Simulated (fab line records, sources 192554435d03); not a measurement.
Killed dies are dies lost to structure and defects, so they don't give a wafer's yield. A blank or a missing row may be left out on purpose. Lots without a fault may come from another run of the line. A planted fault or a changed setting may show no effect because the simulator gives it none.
fab line records | flow n5_finfet
record lots=24 wafers=72 last_day=18
route steps=1938 shown BEOL_M13@1705 BEOL_M14@1726 BEOL_M15@1788
lots that met no fault: from a run of the same line without faults
start_h: hours from the record's first day to the start of the lot's first wafer shown | wait_h: hours since the lot's step before | " the same as in the row above | L1.1+2: a row that stands for several wafers | - no value, or no start given | * or withheld: withheld | < > ~ a bound
route shown NAME@n: a module of which the file shows steps, and the number in the route of the first | usual: mean/standard deviation of fault-free wafers | same: alike in all rows | chamber/n: place in a boat | sites: the reading at each site | _std_site: their standard deviation | _edge_site: outer sites' mean less inner sites' | radius_mm: how far each site lies from the wafer's centre | mask NAME#n: copy n | behind: the tool/chamber that last shaped the wafer | hold: why the lot was held/for how many hours/how that ended | device: the transistor (n, p or np) that didn't switch | end of line: the same wafers' tests at the end of the route | a step without rows: its recipe alone | killed: dies lost to structure and defects at the first sort, not the wafer's yield | map: a wafer's dies, x killed, . not, _ none there
set.NAME: the setting as run; set.NAME@STEP: as run at that earlier step | model.NAME: the simulator's own value behind a step, which no gauge read
steps of the route over a sample of lots; a table a step, a row a wafer
services: from which hour (start_h, from the record's first day; less than 0 if before it) a tool's chamber was out of use, for how many hours, and why
## steps
# step N5_BEOL_M13_SPUTTER_43
# recipe material=TaN target_thk_a=150 temp_c=50 bias_v=168.6 power_w=15000 chamber_pressure_pa=0.12 time_s=24.19
# usual throttle_valve_pct=29.9/1
# columns lot.wafer tool chamber start_h wait_h throttle_valve_pct
L074.1 pvd_sputter-03 - 240.59 0.0 29.8
L074.5 " - " " 28.4
L074.6 " - " " 31.6
L075.3 pvd_sputter-01 - 247.97 0.0 31.1
L075.4 " - " " 29.7
L075.6 " - " " 29.8
L076.1 pvd_sputter-02 - 264.52 0.0 30.0
L076.3 " - " " 29.7
L076.5 " - " " 29.6
L077.1 pvd_sputter-01 - 266.40 0.0 30.1
L077.4 " - " " 29.5
L077.5 " - " " 31.0
L078.1 pvd_sputter-03 - 266.44 0.0 31.5
L078.3 " - " " 28.6
L078.5 " - " " 31.8
L079.2 pvd_sputter-02 - 279.21 0.0 29.8
L079.3 " - " " 29.8
L079.6 " - " " 31.5
L080.3 pvd_sputter-03 - 288.10 0.0 29.7
L080.5 " - " " 28.6
L080.6 " - " " 31.9
L081.1 pvd_sputter-02 - 291.46 0.0 29.6
L081.3 " - " " 28.4
L081.6 " - " " 31.4
L083.1 pvd_sputter-02 - 296.36 0.0 29.5
L083.2 " - " " 28.6
L083.3 " - " " 30.0
L082.1 pvd_sputter-02 - 317.38 0.0 31.4
L082.4 " - " " 29.5
L082.5 " - " " 29.8
L085.1 pvd_sputter-01 - 330.90 0.0 29.9
L085.3 " - " " 31.0
L085.6 " - " " 29.8
L084.2 pvd_sputter-02 - 341.35 0.0 31.5
L084.4 " - " " 29.7
L084.5 " - " " 29.7
L088.3 pvd_sputter-02 - 341.75 0.0 29.6
L088.4 " - " " 31.5
L088.5 " - " " 29.5
L089.2 pvd_sputter-01 - 343.01 0.0 31.3
L089.3 " - " " 29.5
L089.5 " - " " 30.1
L086.1 pvd_sputter-01 - 343.33 0.0 31.2
L086.3 " - " " 29.5
L086.4 " - " " 29.6
L087.1 pvd_sputter-01 - 343.65 0.0 31.1
L087.2 " - " " 29.8
L087.5 " - " " 29.6
L090.2 pvd_sputter-02 - 344.45 0.0 28.7
L090.5 " - " " 28.7
L090.6 " - " " 31.5
L092.1 pvd_sputter-03 - 366.33 0.0 31.8
L092.2 " - " " 28.5
L092.5 " - " " 28.6
L091.2 pvd_sputter-02 - 366.41 0.0 31.5
L091.5 " - " " 31.4
L091.6 " - " " 28.7
L093.3 pvd_sputter-02 - 369.65 0.0 29.7
L093.4 " - " " 29.6
L093.6 " - " " 29.6
L094.3 pvd_sputter-03 - 384.48 0.0 32.0
L094.4 " - " " 28.6
L094.5 " - " " 28.4
L095.1 pvd_sputter-03 - 388.89 0.0 31.7
L095.4 " - " " 28.3
L095.6 " - " " 29.7
L097.1 pvd_sputter-01 - 396.48 0.0 30.8
L097.3 " - " " 29.8
L097.6 " - " " 29.7
L096.2 pvd_sputter-01 - 398.52 0.0 31.1
L096.3 " - " " 30.2
L096.4 " - " " 29.7
# step N5_BEOL_M14_CD_MEAS_10
# recipe target_cd_nm=250 landing_energy_ev=500 detector=se_inlens polarity=opening
# usual cd_nm=250.5/2.5
# columns lot.wafer tool chamber start_h wait_h cd_nm
L074.1 cd_sem-02 0 242.31 - 251.8
L074.5 " 0 " " 250.9
L074.6 " 0 " " 249.3
L075.3 cd_sem-01 0 249.89 - 250.1
L075.4 " 0 " " 254.4
L075.6 " 0 " " 249.3
L076.1 cd_sem-02 0 266.36 - 252.9
L076.3 " 0 " " 253.8
L076.5 " 0 " " 248.4
L077.1 cd_sem-02 0 268.12 - 247.3
L077.4 " 0 " " 244.8
L077.5 " 0 " " 245.3
L078.1 cd_sem-03 0 268.36 - 252.1
L078.3 " 0 " " 253.4
L078.5 " 0 " " 255.0
L079.2 cd_sem-02 0 280.93 - 249.4
L079.3 " 0 " " 249.6
L079.6 " 0 " " 248.6
L080.3 cd_sem-02 0 289.84 - 249.9
L080.5 " 0 " " 251.1
L080.6 " 0 " " 250.2
L081.1 cd_sem-03 0 293.19 - 250.3
L081.3 " 0 " " 249.0
L081.6 " 0 " " 249.7
L083.1 cd_sem-03 0 298.11 - 252.2
L083.2 " 0 " " 252.2
L083.3 " 0 " " 251.1
L082.1 cd_sem-01 0 319.13 - 250.5
L082.4 " 0 " " 251.9
L082.5 " 0 " " 250.5
L085.1 cd_sem-03 0 332.64 - 252.7
L085.3 " 0 " " 250.2
L085.6 " 0 " " 251.9
L084.2 cd_sem-03 0 343.29 - 246.5
L084.4 " 0 " " 247.9
L084.5 " 0 " " 254.2
L088.3 cd_sem-03 0 343.62 - 248.3
L088.4 " 0 " " 250.3
L088.5 " 0 " " 249.0
L089.2 cd_sem-03 0 344.86 - 252.7
L089.3 " 0 " " 252.2
L089.5 " 0 " " 252.5
L086.1 cd_sem-01 0 345.07 - 250.7
L086.3 " 0 " " 251.0
L086.4 " 0 " " 249.9
L087.1 cd_sem-03 0 345.38 - 247.1
L087.2 " 0 " " 252.8
L087.5 " 0 " " 243.5
L090.2 cd_sem-03 0 346.30 - 253.5
L090.5 " 0 " " 253.6
L090.6 " 0 " " 249.8
L092.1 cd_sem-01 0 368.18 - 251.8
L092.2 " 0 " " 249.2
L092.5 " 0 " " 248.8
L091.2 cd_sem-03 0 368.35 - 246.2
L091.5 " 0 " " 250.7
L091.6 " 0 " " 250.3
L093.3 cd_sem-01 0 371.99 - 254.6
L093.4 " 0 " " 248.5
L093.6 " 0 " " 252.2
L094.3 cd_sem-03 0 386.83 - 248.3
L094.4 " 0 " " 249.5
L094.5 " 0 " " 246.9
L095.1 cd_sem-01 0 390.73 - 248.9
L095.4 " 0 " " 248.5
L095.6 " 0 " " 243.2
L097.1 cd_sem-02 0 398.23 - 249.4
L097.3 " 0 " " 255.5
L097.6 " 0 " " 249.4
L096.2 cd_sem-02 0 400.37 - 249.3
L096.3 " 0 " " 252.3
L096.4 " 0 " " 251.3
# step N5_BEOL_M14_ETCH_38
# recipe chemistry=CF4/N2 target=SiCN target_depth_a=1065 taper_deg=2 time_s=120.6 ion_energy_ev=150 mask_material=SiO2 pressure_mtorr=40 source_w=430 bias_w=70 Ar_flow_sccm=100 cf4_flow_sccm=60 n2_flow_sccm=60
# usual drypump_motor_current_A=5.6/0.38 oes_product_au=0.81/0.082 rf_vpp_V=383.3/2 showerhead_plenum_p_Torr=2.25/0.079 throttle_valve_pct=15.44/0.2
# columns lot.wafer tool chamber start_h wait_h drypump_motor_current_A oes_product_au rf_hours_counter_h rf_vpp_V showerhead_plenum_p_Torr throttle_valve_pct
L074.1 rie_diel-05 2 - - 5.7 0.67 255 381.5 2.15 15.68
L074.5 " 1 " " 5.6 0.77 - 380.7 2.12 15.53
L074.6 " 0 " " 4.7 0.83 - 383.5 2.25 15.22
L075.3 rie_diel-03 0 - - 5.5 0.69 209 379.6 2.10 15.91
L075.4 " 3 " " 5.4 0.76 112 385.3 2.30 15.39
L075.6 " 1 " " 5.0 0.90 - 385.6 2.35 15.34
L077.1 rie_diel-01 3 - - 5.6 0.74 143 381.8 2.21 15.28
L077.4 " 0 " " 5.7 0.86 - 382.9 2.24 15.39
L077.5 " 2 " " 5.9 0.89 - 384.3 2.34 15.45
L076.1 rie_diel-03 1 - - 5.0 0.88 32 385.5 2.35 15.36
L076.3 " 2 " " 6.0 0.85 74 385.5 2.32 15.20
L076.5 " 1 " " 5.1 0.88 - 384.9 2.35 15.37
L078.1 rie_diel-01 2 - - 5.9 0.90 34 384.7 2.34 15.47
L078.3 " 3 " " 5.6 0.74 145 382.6 2.21 15.30
L078.5 " 2 " " 5.9 0.90 - 384.7 2.34 15.46
L079.2 rie_diel-01 1 - - 5.0 1.01 1 384.9 2.27 15.34
L079.3 " 2 " " 5.9 0.90 37 385.5 2.34 15.48
L079.6 " 0 " " 5.8 0.86 - 383.6 2.24 15.40
L080.3 rie_diel-03 1 - - 5.0 0.88 39 385.4 2.35 15.37
L080.5 " 0 " " 5.5 0.68 - 379.4 2.10 15.96
L080.6 " 3 " " 5.4 0.75 - 385.4 2.30 15.42
L081.1 rie_diel-03 2 - - 6.0 0.84 84 385.5 2.32 15.22
L081.3 " 3 " " 5.4 0.75 127 384.4 2.30 15.43
L081.6 " 1 " " 5.0 0.87 - 385.3 2.35 15.38
L083.1 rie_diel-01 1 - - 5.0 0.96 9 383.9 2.26 15.37
L083.2 " 0 " " 5.8 0.84 56 383.6 2.24 15.41
L083.3 " 2 " " 5.9 0.87 47 384.3 2.33 15.50
L082.1 rie_diel-03 3 - - 5.4 0.73 139 385.0 2.30 15.47
L082.4 " 2 " " 6.0 0.84 94 384.7 2.31 15.22
L082.5 " 0 " " 5.5 0.67 - 379.3 2.09 15.99
L085.1 rie_diel-03 3 - - 5.4 0.73 142 383.8 2.29 15.46
L085.3 " 2 " " 6.0 0.82 98 385.1 2.31 15.25
L085.6 " 0 " " 5.5 0.66 - 379.9 2.09 15.97
L084.2 rie_diel-01 3 - - 5.6 0.70 173 381.5 2.20 15.33
L084.4 " 0 " " 5.8 0.81 73 384.1 2.23 15.46
L084.5 " 2 " " 5.9 0.85 - 386.9 2.33 15.53
L088.3 rie_diel-01 0 - - 5.8 0.82 74 383.3 2.23 15.46
L088.4 " 2 " " 5.9 0.85 63 383.8 2.33 15.54
L088.5 " 0 " " 5.8 0.82 - 382.7 2.23 15.45
L089.2 rie_diel-01 2 - - 5.9 0.86 63 384.6 2.33 15.53
L089.3 " 1 " " 5.0 0.92 27 382.3 2.26 15.41
L089.5 " 0 " " 5.8 0.82 - 382.7 2.23 15.45
L086.1 rie_diel-01 3 - - 5.6 0.71 174 382.1 2.20 15.35
L086.3 " 2 " " 5.9 0.85 63 385.0 2.33 15.53
L086.4 " 0 " " 5.8 0.81 74 383.0 2.23 15.44
L087.1 rie_diel-03 3 - - 5.4 0.73 149 384.1 2.29 15.46
L087.2 " 2 " " 6.0 0.82 101 383.1 2.31 15.24
L087.5 " 0 " " 5.5 0.67 - 380.3 2.09 16.00
L090.2 rie_diel-03 3 - - 5.4 0.73 150 383.8 2.29 15.48
L090.5 " 1 " " 5.0 0.84 - 385.4 2.34 15.41
L090.6 " 2 " " 6.0 0.81 - 384.2 2.31 15.26
L092.1 rie_diel-05 3 - - 6.3 0.82 81 380.4 2.15 15.06
L092.2 " 2 " " 5.7 0.96 20 381.1 2.14 15.25
L092.5 " 3 " " 6.3 0.82 - 382.3 2.15 15.07
L091.2 rie_diel-01 0 - - 5.8 0.79 82 381.3 2.23 15.47
L091.5 " 3 " " 5.6 0.70 - 382.4 2.19 15.36
L091.6 " 0 " " 5.8 0.79 - 383.7 2.23 15.47
L093.3 rie_diel-01 2 - - 5.9 0.84 73 385.3 2.32 15.55
L093.4 " 0 " " 5.8 0.79 82 383.6 2.23 15.47
L093.6 " 0 " " 5.8 0.79 - 381.8 2.23 15.47
L094.3 rie_diel-03 1 - - 5.0 0.82 75 384.7 2.33 15.46
L094.4 " 3 " " 5.4 0.72 165 385.2 2.29 15.50
L094.5 " 1 " " 5.0 0.82 - 385.3 2.33 15.45
L095.1 rie_diel-05 1 - - 5.6 0.75 180 381.1 2.10 15.62
L095.4 " 3 " " 6.3 0.82 89 379.4 2.15 15.09
L095.6 " 2 " " 5.7 0.94 - 381.1 2.14 15.27
L097.1 rie_diel-01 2 - - 5.9 0.84 81 388.2 2.32 15.58
L097.3 " 3 " " 5.5 0.70 191 382.6 2.19 15.38
L097.6 " 1 " " 5.0 0.88 - 383.8 2.25 15.43
L096.2 rie_diel-01 1 - - 5.0 0.87 47 383.6 2.25 15.44
L096.3 " 0 " " 5.8 0.79 93 381.9 2.23 15.51
L096.4 " 2 " " 5.9 0.83 82 385.6 2.32 15.56
# step N5_BEOL_M14_CMP_49
# recipe stop_on=SiO2 t_overpolish_s=5.2 down_force_psi=2 platen_rpm=80 clearing_platen_down_force_psi=2 clearing_platen_rpm=80 post_cmp_clean=cu_alkaline target_thk_nm=560 clearing_platen_pad_velocity_m_s=1.5917 pad_velocity_m_s=1.5917
# usual barrier_field_endpoint_s=11.33/0.3 head_pressure_psi=2.000/0.0044 motor_current_A=7.9/0.75 overpolish_run_s=5.200/0.0087 time_to_endpoint_s=122/5.1
# columns lot.wafer tool chamber start_h wait_h barrier_field_endpoint_s head_pressure_psi motor_current_A overpolish_run_s time_to_endpoint_s
L074.1 cmp-01 1 248.54 0.4 11.21 2.001 6.9 5.215 119
L074.6 " 2 " " 10.99 1.995 7.7 5.203 111
L074.5 " 3 " " 11.02 1.993 8.4 5.186 118
L075.3 cmp-01 0 253.29 0.2 10.71 1.999 7.6 5.201 118
L075.4 " 2 " " 10.44 2.003 7.4 5.209 112
L075.6 " 3 " " 11.03 1.995 8.3 5.191 118
L077.4 cmp-01 3 275.39 0.1 11.55 1.995 8.1 5.196 125
L077.1 " 0 " " 11.54 2.005 7.7 5.201 124
L077.5 " 3 " " 11.63 2.001 8.3 5.206 126
L076.1 cmp-04 3 280.73 0.3 10.79 2.000 7.7 5.212 119
L076.3 " 0 " " 11.07 2.000 7.3 5.198 120
L076.5 " 1 " " 11.50 1.996 9.2 5.210 129
L078.3 cmp-02 0 281.12 0.2 11.88 1.997 7.1 5.187 128
L078.1 " 1 " " 11.35 2.001 9.0 5.218 121
L078.5 " 3 " " 11.35 2.001 7.3 5.214 121
L079.3 cmp-01 1 285.61 0.2 11.77 2.004 7.1 5.211 133
L079.2 " 2 " " 10.89 1.997 7.5 5.180 119
L079.6 " 1 " " 11.68 1.994 7.1 5.197 129
L080.3 cmp-04 0 297.45 0.2 11.07 2.008 7.5 5.211 117
L080.5 " 0 " " 11.07 2.007 7.6 5.203 120
L080.6 " 1 " " 11.54 2.001 9.1 5.189 125
L081.1 cmp-04 1 300.45 0.3 11.49 2.007 9.2 5.192 124
L081.3 " 2 " " 11.70 2.012 8.8 5.195 128
L081.6 " 0 " " 11.31 1.996 7.7 5.197 119
L083.1 cmp-01 1 303.37 0.3 12.08 1.995 7.0 5.192 136
L083.2 " 2 " " 11.43 2.013 7.8 5.202 123
L083.3 " 3 " " 11.87 2.000 8.5 5.191 127
L082.4 cmp-01 2 326.72 0.2 11.09 2.001 7.3 5.200 118
L082.1 " 3 " " 11.17 2.004 8.3 5.197 124
L082.5 " 1 " " 11.83 2.000 6.7 5.185 128
L085.1 cmp-01 1 336.36 0.3 11.46 2.001 7.1 5.203 126
L085.3 " 3 " " 11.42 2.000 8.7 5.194 126
L085.6 " 2 " " 11.36 1.995 7.2 5.207 119
L084.4 cmp-04 0 349.21 0.3 10.80 1.997 7.8 5.190 119
L084.2 " 1 " " 11.13 2.000 9.4 5.203 128
L084.5 " 2 " " 11.40 1.997 8.7 5.199 129
L088.4 cmp-02 3 349.65 0.1 11.11 2.011 7.4 5.205 121
L088.3 " 1 " " 11.32 1.997 8.6 5.198 120
L088.5 " 0 " " 11.68 2.001 7.2 5.190 128
L086.3 cmp-01 3 350.19 0.2 11.60 2.000 8.2 5.210 123
L086.1 " 1 " " 11.58 1.999 7.1 5.200 129
L086.4 " 2 " " 10.92 2.001 6.8 5.199 118
L089.3 cmp-04 3 350.23 0.2 11.59 2.002 7.4 5.186 123
L089.2 " 1 " " 11.82 1.993 9.5 5.187 127
L089.5 " 3 " " 11.41 1.996 7.8 5.206 121
L087.1 cmp-01 3 352.49 0.3 11.43 1.992 8.6 5.190 125
L087.2 " 0 " " 11.09 1.996 7.7 5.193 123
L087.5 " 0 " " 10.96 1.998 7.7 5.197 123
L090.2 cmp-01 2 353.02 0.3 11.28 1.995 7.0 5.209 117
L090.6 " 3 " " 11.53 1.999 8.3 5.197 125
L090.5 " 0 " " 11.32 2.005 8.2 5.186 121
L092.1 cmp-01 3 374.16 0.3 11.41 1.993 8.0 5.198 125
L092.2 " 1 " " 11.60 2.003 7.0 5.212 131
L092.5 " 2 " " 11.28 2.001 7.2 5.202 124
L093.4 cmp-02 2 375.38 0.1 11.34 2.002 9.0 5.187 120
L093.3 " 1 " " 11.05 2.007 8.3 5.198 117
L093.6 " 3 " " 11.15 1.997 7.6 5.205 119
L091.2 cmp-01 2 375.43 0.4 11.46 1.994 7.2 5.195 119
L091.6 " 3 " " 11.86 2.002 8.2 5.210 124
L091.5 " 0 " " 11.82 2.002 8.2 5.206 124
L094.4 cmp-02 0 393.16 0.2 11.69 2.001 7.1 5.209 125
L094.3 " 2 " " 11.34 1.998 9.4 5.204 114
L094.5 " 0 " " 11.28 2.009 7.1 5.198 117
L095.1 cmp-04 0 394.85 0.3 10.88 1.988 7.5 5.193 115
L095.4 " 3 " " 11.12 2.002 7.4 5.184 121
L095.6 " 0 " " 10.94 1.995 7.4 5.209 120
L097.3 cmp-01 3 401.90 0.2 11.28 1.999 8.5 5.210 122
L097.1 " 0 " " 11.60 1.997 8.4 5.204 123
L097.6 " 0 " " 11.42 2.005 8.1 5.191 121
L096.2 cmp-02 0 405.15 0.3 11.65 1.998 7.5 5.198 126
L096.3 " 1 " " 11.01 2.007 8.4 5.190 114
L096.4 " 2 " " 11.49 2.005 9.2 5.209 125
# step N5_BEOL_M14_DEP_53
# recipe material=SiCN target_thk_a=500 temp_c=withheld precursor=3MS/NH3 pressure_torr=3 rf_w=675 time_s=17.8
# usual chamber_pressure_Torr=3.000/0.007 showerhead_plenum_p_Torr=4.160/0.02 throttle_valve_pct=18.0/1.3
# columns lot.wafer tool chamber start_h wait_h chamber_pressure_Torr showerhead_plenum_p_Torr throttle_valve_pct
L074.1 pecvd-04 1 248.79 0.0 3.008 4.158 18.0
L074.5 " 1 " " 3.010 4.163 18.2
L074.6 " 2 " " 3.002 4.150 15.6
L075.3 pecvd-01 0 253.61 0.0 2.998 4.135 17.2
L075.4 " 1 " " 3.011 4.185 18.9
L075.6 " 2 " " 3.013 4.164 16.2
L077.1 pecvd-03 2 275.75 0.0 2.996 4.152 18.0
L077.4 " 0 " " 3.004 4.140 18.6
L077.5 " 1 " " 2.995 4.199 18.0
L076.1 pecvd-01 1 281.01 0.0 3.001 4.178 19.2
L076.3 " 0 " " 2.989 4.135 17.0
L076.5 " 2 " " 2.998 4.173 16.1
L078.1 pecvd-01 1 281.40 0.0 3.001 4.187 19.6
L078.3 " 0 " " 2.994 4.139 17.0
L078.5 " 0 " " 2.996 4.135 17.1
L079.2 pecvd-03 1 285.93 0.0 3.008 4.184 18.2
L079.3 " 0 " " 2.988 4.144 18.8
L079.6 " 0 " " 2.985 4.155 18.5
L080.3 pecvd-03 0 297.80 0.0 3.007 4.146 18.7
L080.5 " 0 " " 3.006 4.153 18.9
L080.6 " 2 " " 3.006 4.155 18.4
L081.1 pecvd-04 2 300.77 0.0 2.998 4.153 15.9
L081.3 " 0 " " 3.008 4.122 19.9
L081.6 " 1 " " 2.996 4.153 18.5
L083.1 pecvd-03 1 303.69 0.0 3.008 4.184 18.4
L083.2 " 2 " " 2.996 4.150 18.5
L083.3 " 0 " " 3.005 4.151 18.6
L082.1 pecvd-01 0 327.00 0.0 3.003 4.138 17.6
L082.4 " 1 " " 2.995 4.187 19.0
L082.5 " 2 " " 2.992 4.185 16.2
L085.1 pecvd-04 0 336.72 0.0 2.990 4.127 19.8
L085.3 " 1 " " 3.003 4.170 18.5
L085.6 " 1 " " 3.006 4.165 18.2
L084.2 pecvd-01 2 349.49 0.0 3.006 4.179 16.4
L084.4 " 1 " " 3.001 4.176 19.3
L084.5 " 0 " " 2.999 4.142 17.0
L088.3 pecvd-01 0 350.01 0.0 2.986 4.140 17.3
L088.4 " 2 " " 2.997 4.164 16.1
L088.5 " 0 " " 2.993 4.142 17.2
L089.2 pecvd-01 0 350.54 0.0 2.998 4.145 17.2
L089.3 " 1 " " 3.000 4.183 19.1
L089.5 " 0 " " 3.000 4.129 16.9
L086.1 pecvd-03 2 350.55 0.0 2.996 4.153 18.3
L086.3 " 1 " " 2.995 4.208 18.5
L086.4 " 1 " " 2.989 4.187 18.3
L087.1 pecvd-04 0 352.85 0.0 3.011 4.129 20.1
L087.2 " 1 " " 3.001 4.148 18.3
L087.5 " 2 " " 3.012 4.141 15.8
L090.2 pecvd-01 0 353.26 0.0 3.005 4.136 17.2
L090.5 " 2 " " 2.997 4.172 16.4
L090.6 " 0 " " 2.989 4.139 17.0
L092.1 pecvd-03 1 374.48 0.0 3.001 4.188 18.6
L092.2 " 0 " " 2.998 4.142 18.4
L092.5 " 2 " " 2.994 4.160 18.6
L091.2 pecvd-04 0 375.68 0.0 3.005 4.130 20.1
L091.5 " 0 " " 2.981 4.130 20.1
L091.6 " 1 " " 3.009 4.175 18.4
L093.3 pecvd-03 2 375.73 0.0 2.997 4.161 18.3
L093.4 " 2 " " 2.997 4.150 18.8
L093.6 " 1 " " 2.995 4.196 18.0
L094.3 pecvd-04 2 393.48 0.0 3.006 4.149 16.2
L094.4 " 0 " " 2.995 4.133 20.4
L094.5 " 2 " " 2.995 4.148 16.3
L095.1 pecvd-04 1 395.21 0.0 2.998 4.166 18.2
L095.4 " 1 " " 3.007 4.169 18.1
L095.6 " 2 " " 3.007 4.152 16.2
L097.1 pecvd-01 1 402.25 0.0 3.004 4.180 19.4
L097.3 " 0 " " 2.996 4.149 17.1
L097.6 " 1 " " 2.998 4.184 19.3
L096.2 pecvd-03 2 405.47 0.0 2.989 4.152 18.6
L096.3 " 1 " " 3.004 4.197 18.3
L096.4 " 0 " " 3.005 4.154 18.5
# step N5_BEOL_M15_VIA_ETCH_16
# recipe chemistry=C4F8/O2/Ar target=SiO2 he_inner_torr=15 he_outer_torr=30 target_depth_a=17922 time_s=withheld ion_energy_ev=800 pressure_mtorr=20 source_w=1905 bias_w=2040 Ar_flow_sccm=400 C4F8_flow_sccm=16 O2_flow_sccm=12 ends=cleared
# usual drypump_motor_current_A=5.5/0.36 oes_o_777_au=0.81/0.073 oes_product_au=0.73/0.071 rf_vpp_V=2251/52 showerhead_plenum_p_Torr=3.43/0.11 throttle_valve_pct=30.92/0.26
# columns lot.wafer tool chamber start_h wait_h drypump_motor_current_A oes_o_777_au oes_product_au rf_vpp_V showerhead_plenum_p_Torr throttle_valve_pct
L074.1 rie_diel-06 1 249.65 0.0 5.4 0.82 0.75 2244 3.36 31.28
L074.5 " 0 " " 5.6 0.73 0.66 2197 3.58 31.15
L074.6 " 1 " " 5.4 0.82 0.75 2244 3.36 31.29
L075.3 rie_diel-04 0 254.60 0.0 5.6 0.86 0.74 2277 3.37 31.01
L075.4 " 2 " " 5.7 0.74 0.64 2186 3.28 30.66
L075.6 " 3 " " 5.4 0.74 0.63 2195 3.54 30.84
L077.1 rie_diel-02 2 276.65 0.0 5.8 0.91 0.79 2201 3.39 30.83
L077.4 " 3 " " 5.7 0.86 0.77 2228 3.58 30.92
L077.5 " 1 " " 6.0 0.69 0.63 2351 3.38 30.89
L076.1 rie_diel-04 2 282.01 0.0 5.7 0.73 0.63 2186 3.28 30.66
L076.3 " 0 " " 5.6 0.84 0.74 2277 3.37 31.04
L076.5 " 0 " " 5.6 0.84 0.75 2277 3.37 31.03
L078.1 rie_diel-06 2 282.38 0.0 6.1 0.78 0.68 2245 3.38 30.54
L078.3 " 0 " " 5.6 0.73 0.66 2196 3.57 31.16
L078.5 " 3 " " 5.2 0.82 0.75 2332 3.62 30.58
L079.2 rie_diel-04 3 286.80 0.0 5.4 0.74 0.63 2195 3.54 30.84
L079.3 " 0 " " 5.6 0.84 0.73 2275 3.37 31.02
L079.6 " 0 " " 5.7 0.84 0.73 2277 3.37 31.03
L080.3 rie_diel-02 3 298.66 0.0 5.7 0.86 0.77 2226 3.57 30.91
L080.5 " 2 " " 5.8 0.90 0.80 2201 3.38 30.86
L080.6 " 3 " " 5.7 0.85 0.75 2227 3.57 30.90
L081.1 rie_diel-02 2 301.75 0.0 5.8 0.90 0.80 2200 3.38 30.88
L081.3 " 1 " " 6.0 0.68 0.62 2350 3.37 30.88
L081.6 " 2 " " 5.8 0.90 0.80 2200 3.38 30.87
L083.1 rie_diel-06 1 304.67 0.0 5.4 0.80 0.73 2242 3.35 31.31
L083.2 " 0 " " 5.6 0.72 0.66 2197 3.57 31.16
L083.3 " 3 " " 5.2 0.81 0.74 2331 3.62 30.57
L082.1 rie_diel-06 0 327.87 0.0 5.6 0.71 0.65 2197 3.57 31.15
L082.4 " 1 " " 5.5 0.80 0.74 2242 3.35 31.34
L082.5 " 1 " " 5.5 0.81 0.73 2243 3.35 31.33
L085.1 rie_diel-04 3 337.57 0.0 5.4 0.73 0.62 2195 3.53 30.86
L085.3 " 1 " " 5.0 0.87 0.82 2320 3.36 30.69
L085.6 " 0 " " 5.6 0.83 0.72 2277 3.36 31.02
L084.2 rie_diel-06 0 350.47 0.0 5.6 0.71 0.65 2196 3.56 31.16
L084.4 " 2 " " 6.1 0.76 0.67 2245 3.38 30.52
L084.5 " 1 " " 5.4 0.79 0.72 2242 3.34 31.34
L088.3 rie_diel-04 2 350.99 0.0 5.7 0.72 0.62 2185 3.27 30.68
L088.4 " 1 " " 5.0 0.86 0.81 2321 3.36 30.68
L088.5 " 0 " " 5.6 0.83 0.73 2276 3.36 31.07
L089.2 rie_diel-02 0 351.40 0.0 4.8 0.90 0.82 2261 3.42 31.28
L089.3 " 3 " " 5.7 0.84 0.73 2226 3.56 30.94
L089.5 " 0 " " 4.7 0.91 0.83 2263 3.42 31.29
L086.1 rie_diel-06 0 351.56 0.0 5.6 0.71 0.64 2196 3.56 31.17
L086.3 " 1 " " 5.4 0.79 0.72 2243 3.34 31.33
L086.4 " 3 " " 5.2 0.79 0.74 2331 3.61 30.60
L087.1 rie_diel-02 3 354.00 0.0 5.7 0.84 0.73 2225 3.56 30.92
L087.2 " 2 " " 5.8 0.87 0.77 2199 3.37 30.87
L087.5 " 2 " " 5.8 0.88 0.76 2197 3.37 30.90
L090.2 rie_diel-04 3 354.74 0.0 5.4 0.73 0.62 2193 3.53 30.87
L090.5 " 0 " " 5.6 0.82 0.72 2276 3.36 31.05
L090.6 " 3 " " 5.4 0.73 0.63 2191 3.53 30.89
L092.1 rie_diel-06 3 375.46 0.0 5.2 0.79 0.72 2330 3.61 30.59
L092.2 " 0 " " 5.5 0.71 0.64 2196 3.56 31.16
L092.5 " 0 " " 5.5 0.70 0.64 2196 3.56 31.20
L091.2 rie_diel-04 2 376.68 0.0 5.7 0.71 0.61 2184 3.26 30.69
L091.5 " 1 " " 5.0 0.84 0.79 2319 3.35 30.71
L091.6 " 2 " " 5.7 0.72 0.60 2185 3.26 30.67
L093.3 rie_diel-02 2 376.85 0.0 5.8 0.86 0.76 2199 3.37 30.87
L093.4 " 3 " " 5.7 0.83 0.72 2225 3.56 30.94
L093.6 " 2 " " 5.8 0.86 0.76 2199 3.37 30.85
L094.3 rie_diel-04 3 394.45 0.0 5.4 1.03 0.88 2194 3.52 31.06
L094.4 " 1 " " 5.0 0.83 0.77 2320 3.35 30.70
L094.5 " 3 " " 5.4 1.03 0.88 2192 3.52 31.04
L095.1 rie_diel-06 3 396.20 0.0 5.2 0.78 0.72 2330 3.60 30.61
L095.4 " 0 " " 5.6 0.69 0.64 2195 3.56 31.19
L095.6 " 0 " " 5.6 0.70 0.64 2195 3.56 31.18
L097.1 rie_diel-02 1 403.34 0.0 6.0 0.93 0.84 2350 3.36 30.76
L097.3 " 0 " " 4.8 0.88 0.79 2260 3.41 31.28
L097.6 " 3 " " 5.7 0.82 0.72 2225 3.55 30.93
L096.2 rie_diel-06 0 406.33 0.0 5.6 0.70 0.63 2195 3.55 31.17
L096.3 " 3 " " 5.2 0.78 0.72 2330 3.60 30.61
L096.4 " 1 " " 5.5 0.78 0.71 2242 3.33 31.36
## services
# columns tool chamber start_h hours kind
rie_diel-04 0 222.79 11.3 repair
rie_diel-04 2 228.08 2.4 repair
rie_diel-01 3 233.35 4.4 repair
pecvd-03 2 237.88 5.4 repair
rie_diel-03 1 260.43 9.6 repair
rie_diel-03 3 273.20 6.0 repair
cmp-04 - 280.88 4.0 pm
cmp-01 - 291.28 3.5 repair
rie_diel-06 2 299.45 8.1 repair
pecvd-04 1 302.38 10.1 repair
cmp-04 - 307.64 0.8 repair
pecvd-03 2 309.52 7.6 repair
rie_diel-03 1 316.51 4.1 repair
pvd_sputter-03 - 316.53 4.6 repair
cmp-04 - 317.39 1.4 repair
pecvd-01 1 319.44 7.1 repair
rie_diel-06 0 337.05 4.8 repair
rie_diel-03 2 343.20 4.2 repair
cmp-01 - 346.94 1.4 repair
pvd_sputter-02 - 361.06 3.8 repair
cmp-01 - 362.80 4.0 pm
rie_diel-04 2 388.56 11.7 repair
rie_diel-03 0 396.55 16.0 repair
pvd_sputter-01 - 402.82 1.1 repair
## key
fault none
